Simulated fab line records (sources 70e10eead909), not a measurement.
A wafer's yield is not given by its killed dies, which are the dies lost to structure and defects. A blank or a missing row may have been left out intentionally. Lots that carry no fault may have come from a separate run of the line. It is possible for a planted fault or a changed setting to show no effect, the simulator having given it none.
fab line records	flow nandHarc
record: lots: 6	wafers: 18	lastDay: 34
route steps=1302 shown P_CONTACT@237
lots that met no fault: taken from a fault-free run of the same line
startH: the number of hours between the record's first day and the start of the first shown wafer of the lot	waitH: hours since the lot's step before	" the same as in the row above	L1.1+2: a row that stands for several wafers	- either no value or no given start	* or withheld: withheld	< > ~ a bound
route shown NAME@n: a module of which the file shows steps, and the number in the route of the first	usual: mean/standard deviation taken from wafers without a fault	same: alike in all rows	chamber/n: place in a boat	sites: readings site by site	_std_site: standard deviation across them	_edge_site: inner sites' mean taken away from outer sites' mean	radiusMm: for every site, how far away it sits from the centre of the wafer	mask NAME#n: copy n	behind: the most recent tool/chamber to have shaped the wafer	hold: reason for holding the lot/hours on hold/outcome of the hold	device: transistor that didn't switch, given as n, p or np	end of line: tests of these same wafers at the route's end	a step given without rows: its recipe and nothing more	killed: not the wafer's yield, but the dies lost to structure and defects at the first sort	map: dies across one wafer; x = killed, . = not, _ = none there
set.NAME: the setting as run; set.NAME@STEP: as run at that earlier step	model.NAME: the simulator's own value behind a step, which no gauge read
lots seen at some steps along the route; tables by step, rows by wafer
services: from which hour (startH, from the record's first day; less than 0 if before it) a tool's chamber was out of use, for how many hours, and why
== steps ==
step: NHARC_P_CONTACT_ETCH_36
recipe: targetDepthA: 2600	overEtchFrac: 0.25	timeS: 406.25	ionEnergyEv: 200	n2FlowSccm: 150	h2FlowSccm: 150	arFlowSccm: 0	rfW: 400	biasW: 150	chemistry: N2/H2
usual: drypumpMotorCurrentA: 5.9/0.48	oesProductAu: 0.999/0.0097	rfVppV: 432.1/1.7	showerheadPlenumPTorr: 2.09/0.051	throttleValvePct: 14.171/0.0089
lot.wafer	tool	chamber	startH	waitH	drypumpMotorCurrentA	oesProductAu	rfHoursCounterH	rfVppV	showerheadPlenumPTorr	throttleValvePct
L146.4	rieDiel-08	3	-	-	5.5	1.012	4.0	431.2	2.06	14.159
L146.2	"	1	"	"	5.9	1.006	3.6	433.9	2.19	14.170
L146.3	"	2	"	"	5.4	0.997	3.5	432.6	2.07	14.169
L152.4	rieDiel-08	0	-	-	6.6	1.010	0.1	430.0	2.07	14.164
L152.3	"	1	"	"	5.9	1.002	0.6	434.2	2.19	14.176
L152.1	"	3	"	"	5.5	0.994	0.6	432.0	2.06	14.167
L155.2	rieDiel-10	1	-	-	6.5	1.000	9.4	433.4	2.13	14.168
L155.3	"	3	"	"	5.2	0.988	9.7	428.4	1.99	14.170
L155.5	"	3	"	"	5.2	0.994	-	430.0	1.99	14.181
L164.1	rieDiel-08	3	-	-	5.5	0.983	3.7	431.8	2.06	14.183
L164.2	"	0	"	"	6.6	0.993	4.3	431.5	2.07	14.164
L164.3	"	2	"	"	5.4	1.000	4.8	430.2	2.07	14.170
L165.1	rieDiel-13	1	-	-	5.5	0.994	4.1	432.5	2.12	14.172
L165.2	"	3	"	"	6.1	0.996	5.0	431.5	2.10	14.170
L165.5	"	1	"	"	5.5	0.979	-	433.3	2.12	14.164
L166.2	rieDiel-10	2	-	-	6.7	1.017	4.7	434.1	2.18	14.167
L166.3	"	3	"	"	5.1	0.991	3.4	429.5	1.99	14.165
L166.5	"	3	"	"	5.2	0.983	-	428.5	1.99	14.178
step: NHARC_P_CONTACT_ETCH_18
recipe: targetDepthA: 4810	timeS: 240.5	c4f8FlowSccm: 20	o2FlowSccm: 10	arFlowSccm: withheld	rfW: 600	biasW: 1500	chemistry: C4F8/O2/Ar
usual: oesProductAu: 0.962/0.013	rfVppV: 982/3.1
lot.wafer	tool	chamber	startH	waitH	oesProductAu	rfHoursCounterH	rfVppV
L146.4	rieDiel-08	0	-	-	0.967	3.5	980
L146.2	"	2	"	"	0.974	3.6	981
L146.3	"	3	"	"	0.970	4.2	979
L152.4	rieDiel-08	0	-	-	0.960	0.3	981
L152.1	"	1	"	"	0.962	0.8	988
L152.3	"	2	"	"	0.967	0.7	979
L155.2	rieDiel-10	3	-	-	0.949	9.9	975
L155.3	"	1	"	"	0.959	9.6	983
L155.5	"	0	"	"	0.948	-	980
L164.1	rieDiel-08	0	-	-	0.957	4.5	980
L164.3	"	1	"	"	0.965	5.0	986
L164.2	"	2	"	"	0.975	4.9	979
L165.2	rieDiel-13	2	-	-	0.960	4.7	982
L165.1	"	3	"	"	0.974	5.1	983
L165.5	"	3	"	"	0.973	-	980
L166.3	rieDiel-10	2	-	-	0.977	4.9	987
L166.2	"	1	"	"	0.995	4.9	984
L166.5	"	3	"	"	0.951	-	974
step: NHARC_P_CONTACT_STRIP_37
recipe: c4f8FlowSccm: withheld	o2FlowSccm: 8	arFlowSccm: withheld	biasW: 0	chemistry: C4F8/O2/Ar
step: NHARC_P_CONTACT_ETCH_31
recipe: targetDepthA: 300	timeS: 85.7	ionEnergyEv: 120	overEtchFrac: 1	ch3fFlowSccm: 50	o2FlowSccm: 30	arFlowSccm: 200	rfW: 500	biasW: 100	chemistry: CH3F/O2
step: NHARC_P_CONTACT_CD_MEAS_19
usual: cdNm: 89.7/1.7
lot.wafer	tool	chamber	startH	waitH	cdNm
L146.2	cdSem-02	-	152.15	-	88.5
L146.3	"	-	"	"	91.4
L146.4	"	-	"	"	89.5
L152.1	cdSem-02	-	207.32	-	89.4
L152.3	"	-	"	"	88.6
L152.4	"	-	"	"	91.4
L155.2	cdSem-03	-	238.56	-	90.7
L155.3	"	-	"	"	87.5
L155.5	"	-	"	"	88.8
L164.1	cdSem-03	-	331.73	-	88.6
L164.2	"	-	"	"	90.7
L164.3	"	-	"	"	89.7
L165.1	cdSem-02	-	335.96	-	89.4
L165.2	"	-	"	"	91.6
L165.5	"	-	"	"	89.1
L166.2	cdSem-01	-	347.49	-	89.4
L166.3	"	-	"	"	90.6
L166.5	"	-	"	"	91.1
step: NHARC_P_CONTACT_STRIP_28
recipe: o2FlowSccm: 500	arFlowSccm: 0	biasW: 0	chemistry: O2
usual: drypumpMotorCurrentA: 5.9/0.52	oesProductAu: 0.998/0.0086	rfVppV: 58.0/0.83	showerheadPlenumPTorr: 3.60/0.086	throttleValvePct: 17.036/0.0091
lot.wafer	tool	chamber	startH	waitH	drypumpMotorCurrentA	oesProductAu	rfHoursCounterH	rfVppV	showerheadPlenumPTorr	throttleValvePct
L146.4	rieDiel-13	1	152.22	0.1	5.5	0.991	3.5	57.4	3.65	17.049
L146.3	"	3	"	"	6.1	1.010	4.4	56.3	3.63	17.033
L146.2	"	0	"	"	6.5	1.002	4.1	56.1	3.55	17.016
L152.1	rieDiel-13	1	207.39	0.1	5.5	1.000	0.8	57.5	3.65	17.034
L152.3	"	2	"	"	5.5	0.995	0.9	58.4	3.63	17.038
L152.4	"	0	"	"	6.5	1.007	0.8	59.9	3.55	17.022
L155.2	rieDiel-08	3	238.64	0.1	5.5	0.999	1.1	58.5	3.56	17.029
L155.3	"	0	"	"	6.6	0.982	1.7	58.3	3.58	17.039
L155.5	"	0	"	"	6.6	0.990	-	56.4	3.58	17.024
L164.1	rieDiel-13	1	331.80	0.1	5.5	0.994	3.9	56.7	3.65	17.025
L164.3	"	2	"	"	5.5	0.999	4.3	56.5	3.63	17.029
L164.2	"	0	"	"	6.4	0.994	4.7	57.4	3.54	17.026
L165.1	rieDiel-10	2	336.03	0.1	6.7	1.012	4.4	58.8	3.75	17.053
L165.2	"	1	"	"	6.5	1.015	4.5	59.7	3.67	17.017
L165.5	"	3	"	"	5.1	0.983	-	60.0	3.44	17.044
L166.3	rieDiel-08	3	347.56	0.1	5.5	0.991	4.3	58.0	3.55	17.049
L166.2	"	1	"	"	5.9	1.015	5.3	58.7	3.75	17.030
L166.5	"	3	"	"	5.6	0.991	-	57.2	3.55	17.031
step: NHARC_P_CONTACT_STRIP_29
recipe: timeS: 1200	tempC: 72.5	chemistry: postEtchResidueRemover
step: NHARC_P_CONTACT_DEGAS_38
recipe: tempC: 300	timeS: 60
usual: heaterPowerW: 458/45
lot.wafer	tool	chamber	startH	waitH	heaterPowerW
L146.3	pvdSputter-03	-	152.86	-	393
L146.4	"	-	"	"	502
L146.2	"	-	"	"	439
L152.1	pvdSputter-02	-	208.02	-	438
L152.4	"	-	"	"	486
L152.3	"	-	"	"	385
L155.3	pvdSputter-02	-	239.28	-	396
L155.2	"	-	"	"	506
L155.5	"	-	"	"	382
L164.1	pvdSputter-01	-	332.44	-	472
L164.2	"	-	"	"	416
L164.3	"	-	"	"	477
L165.1	pvdSputter-03	-	336.67	-	494
L165.2	"	-	"	"	436
L165.5	"	-	"	"	511
L166.2	pvdSputter-02	-	348.20	-	471
L166.3	"	-	"	"	370
L166.5	"	-	"	"	369
step: NHARC_P_CONTACT_PRE_CLEAN_39
recipe: timeS: 19.5	biasV: 250	gas: Ar
step: NHARC_P_CONTACT_PVD_32
recipe: targetThkA: 50	chamberPressurePa: 5	powerW: 5000	substrateTempC: 200	timeS: 17.7	material: Ti
usual: chamberPressurePa: 5.001/0.0096	throttleValvePct: 29.8/0.96
lot.wafer	tool	chamber	startH	waitH	chamberPressurePa	throttleValvePct
L146.3	pvdSputter-03	-	-	-	5.005	31.1
L146.4	"	-	"	"	4.996	28.1
L146.2	"	-	"	"	5.003	29.9
L152.1	pvdSputter-02	-	-	-	5.009	30.1
L152.3	"	-	"	"	4.993	28.5
L152.4	"	-	"	"	5.004	30.4
L155.2	pvdSputter-02	-	-	-	5.009	30.3
L155.3	"	-	"	"	5.012	30.6
L155.5	"	-	"	"	5.002	28.4
L164.3	pvdSputter-01	-	-	-	5.013	28.9
L164.1	"	-	"	"	4.995	30.6
L164.2	"	-	"	"	4.989	28.9
L165.2	pvdSputter-03	-	-	-	5.012	30.0
L165.1	"	-	"	"	5.001	28.5
L165.5	"	-	"	"	4.995	29.8
L166.2	pvdSputter-02	-	-	-	4.984	31.0
L166.3	"	-	"	"	5.008	29.2
L166.5	"	-	"	"	4.997	29.0
step: NHARC_P_CONTACT_ALD_22
recipe: targetThkA: 30	pulseTimeS: 1	aldCycles: 150	tempC: 450	material: TiN
step: NHARC_P_CONTACT_CVD_23
recipe: targetThkA: 2000	tempC: 300	pressureTorr: 40	wf6FlowSccm: 40	h2FlowSccm: 1600	arFlowSccm: 1560	timeS: 557	material: W
step: NHARC_P_CONTACT_CMP_24
recipe: tOverpolishS: 30	targetThkNm: 200
usual: motorCurrentA: 11.7/1.1	overpolishRunS: 30.000/0.009	retainingRingPressureFrac: 0.999/0.0046	timeToEndpointS: 38.4/2.1
lot.wafer	tool	chamber	startH	waitH	motorCurrentA	overpolishRunS	retainingRingPressureFrac	timeToEndpointS
L146.3	cmp-03	1	153.95	0.3	13.7	30.000	1.006	34.9
L146.2	"	2	"	"	10.9	30.016	0.999	34.6
L146.4	"	3	"	"	11.8	29.992	0.999	36.6
L152.3	cmp-03	0	209.14	0.3	11.1	29.997	0.999	40.1
L152.4	"	1	"	"	13.3	29.994	0.998	37.6
L152.1	"	2	"	"	11.4	29.998	1.002	40.1
L155.2	cmp-04	3	240.39	0.6	11.5	30.000	1.001	38.6
L155.3	"	1	"	"	10.0	30.003	0.996	38.1
L155.5	"	3	"	"	11.3	30.008	0.997	35.4
L164.1	cmp-04	3	333.53	0.5	11.7	30.009	1.003	40.7
L164.2	"	0	"	"	11.8	30.000	1.000	20.3
L164.3	"	2	"	"	14.0	30.009	1.000	40.7
L165.1	cmp-04	1	337.75	0.6	10.6	29.996	1.002	42.2
L165.2	"	2	"	"	13.1	30.016	1.009	24.1
L165.5	"	2	"	"	13.3	29.998	1.003	38.7
L166.2	cmp-03	2	349.29	0.5	11.1	30.016	1.001	40.8
L166.3	"	3	"	"	12.1	29.989	0.994	37.7
L166.5	"	3	"	"	12.1	30.008	0.993	37.9
== services ==
tool	chamber	startH	hours	kind
rieDiel-08	0	129.75	7.4	repair
rieDiel-13	0	153.55	8.5	repair
rieDiel-10	-	157.75	1.0	repair
cmp-03	-	162.00	4.0	pm
rieDiel-13	-	165.03	9.0	pm
pvdSputter-03	-	170.00	10.0	pm
cmp-03	-	183.51	1.4	repair
rieDiel-08	-	190.80	9.0	pm
rieDiel-08	0	201.78	3.5	repair
cmp-04	-	209.00	4.0	pm
cmp-03	-	210.12	0.7	repair
rieDiel-08	-	210.47	1.5	repair
rieDiel-13	1	219.86	3.0	repair
rieDiel-10	2	221.95	30.9	repair
rieDiel-08	3	223.95	6.8	repair
cmp-03	-	235.10	0.9	repair
rieDiel-10	-	242.50	9.0	pm
cmp-03	-	256.10	1.3	repair
rieDiel-10	3	261.94	11.0	repair
rieDiel-08	1	263.95	4.3	repair
pvdSputter-02	-	282.00	10.0	pm
rieDiel-13	1	284.03	6.1	repair
rieDiel-13	-	342.03	9.0	pm
pvdSputter-03	-	348.08	10.0	pm
== key ==
firstSign: step: NHARC_P_CONTACT_CMP_24	reading: timeToEndpointS	direction: down	sigmas: 7.6	usual: *	struck: *
effect none on later readings
metAt NHARC_P_CONTACT_CMP_24
struckWafers L164.2,L165.2
testerLeftOut L164,L165
onsetBetween 240.39 333.53
fault: kind: processParameterDrift	tool: cmp-04	chamber: -	onsetH: 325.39	steps: NHARC_P_CONTACT_CMP_24	channel: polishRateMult	offset: 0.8	shape: step	endH: 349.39	scope: struckWafersOnly
testerLeftOut: of these lots the tester's yield and bins aren't shown, on N5 and GAA mostly nor the transistor test; their killed dies are dies lost to structure and defects alone, not to doping, threshold or leakage, so they don't give the yield
